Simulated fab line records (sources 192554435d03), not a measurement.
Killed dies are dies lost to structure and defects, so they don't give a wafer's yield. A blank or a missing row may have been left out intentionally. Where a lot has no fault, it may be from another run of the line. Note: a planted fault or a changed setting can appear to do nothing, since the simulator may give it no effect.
What tool caused it? / flow n5_finfet / 12 lots with 36 wafers sampled at 3 steps, on a route of 1938 steps

## WHAT EACH GAUGE READ, for each wafer
N5_DUMMY_GATE_INSPECT_27: inspects for defects (brightfield).
lot=L075; measured=day 3 04:29; on=defect_inspect-01; raw_defect_count=254 405 285
lot=L077; measured=day 3 18:09; on=defect_inspect-01; raw_defect_count=260 250 178
lot=L079; measured=day 4 08:17; on=defect_inspect-01; raw_defect_count=259 275 225
lot=L081; measured=day 4 18:43; on=defect_inspect-02; raw_defect_count=347 254 339
lot=L083; measured=day 5 05:12; on=defect_inspect-02; raw_defect_count=281 352 306
lot=L085; measured=day 5 21:00; on=defect_inspect-02; raw_defect_count=479 310 414
lot=L087; measured=day 6 11:41; on=defect_inspect-02; raw_defect_count=329 186 247
lot=L089; measured=day 7 01:58; on=defect_inspect-01; raw_defect_count=233 267 332
lot=L091; measured=day 7 13:29; on=defect_inspect-01; raw_defect_count=266 441 337
lot=L093; measured=day 7 19:31; on=defect_inspect-02; raw_defect_count=466 258 362
lot=L095; measured=day 8 06:32; on=defect_inspect-01; raw_defect_count=277 283 167
lot=L097; measured=day 8 16:32; on=defect_inspect-02; raw_defect_count=365 361 391

## WHICH TOOL RAN EACH LOT (tool, then ch and the chambers of the sampled wafers, then the start)
lot=L075; N5_DUMMY_GATE_ETCH_31=rie_diel-02 ch 0,1,3, day 3 03:45; N5_DUMMY_GATE_ETCH_23=rie_si-04 ch 0,1, day 3 04:02
lot=L077; N5_DUMMY_GATE_ETCH_31=rie_diel-02 ch 1,2,3, day 3 17:16; N5_DUMMY_GATE_ETCH_23=rie_si-05 ch 1,2,3, day 3 17:33
lot=L079; N5_DUMMY_GATE_ETCH_31=rie_diel-06 ch 1,2, day 4 07:34; N5_DUMMY_GATE_ETCH_23=rie_si-04 ch 2,3, day 4 07:50
lot=L081; N5_DUMMY_GATE_ETCH_31=rie_diel-02 ch 0,1,2, day 4 17:59; N5_DUMMY_GATE_ETCH_23=rie_si-04 ch 0,3, day 4 18:16
lot=L083; N5_DUMMY_GATE_ETCH_31=rie_diel-02 ch 0,1,2, day 5 04:28; N5_DUMMY_GATE_ETCH_23=rie_si-05 ch 0,1,2, day 5 04:45
lot=L085; N5_DUMMY_GATE_ETCH_31=rie_diel-03 ch 0,2,3, day 5 20:16; N5_DUMMY_GATE_ETCH_23=rie_si-04 ch 0,3, day 5 20:32
lot=L087; N5_DUMMY_GATE_ETCH_31=rie_diel-03 ch 0,1,3, day 6 10:44; N5_DUMMY_GATE_ETCH_23=rie_si-04 ch 0,2,3, day 6 11:01
lot=L089; N5_DUMMY_GATE_ETCH_31=rie_diel-02 ch 0,1,3, day 7 01:14; N5_DUMMY_GATE_ETCH_23=rie_si-05 ch 0,1,2, day 7 01:31
lot=L091; N5_DUMMY_GATE_ETCH_31=rie_diel-06 ch 0,1,3, day 7 12:45; N5_DUMMY_GATE_ETCH_23=rie_si-02 ch 0,2,3, day 7 13:02
lot=L093; N5_DUMMY_GATE_ETCH_31=rie_diel-06 ch 0,1,2, day 7 18:44; N5_DUMMY_GATE_ETCH_23=rie_si-04 ch 0,2,3, day 7 19:01
lot=L095; N5_DUMMY_GATE_ETCH_31=rie_diel-03 ch 1,2,3, day 8 05:41; N5_DUMMY_GATE_ETCH_23=rie_si-05 ch 2,3, day 8 05:58
lot=L097; N5_DUMMY_GATE_ETCH_31=rie_diel-03 ch 1,2,3, day 8 15:49; N5_DUMMY_GATE_ETCH_23=rie_si-04 ch 2,3, day 8 16:05
- N5_DUMMY_GATE_ETCH_31: etches SiO2 in C4F6/O2, target depth 82.5 nm, time 27.5 s.
- N5_DUMMY_GATE_ETCH_23: etches poly-Si in HBr/Cl2/O2, target depth 41 nm, time 22.3 s.

## THE ANSWER, worked out from the rows above alone
Rule: the usual values come from the lots themselves. Put in order of their means at a reading, lots are off if they are a third of the lots or fewer, leave a main group of 4 or more, and stand apart from it by a gap of 3 or more times the standard deviation of the main group's means; of several such gaps the widest counts. A main group is skipped when, at the precision printed for the reading in the tables above, its means are all equal. Also off: a lot with no number at a reading for which 4 or more lots have one. All remaining lots with rows at the step are treated as sound.
None of the lots is off at any reading shown; this tells nothing.

## WHAT THE SIMULATOR PUT IN
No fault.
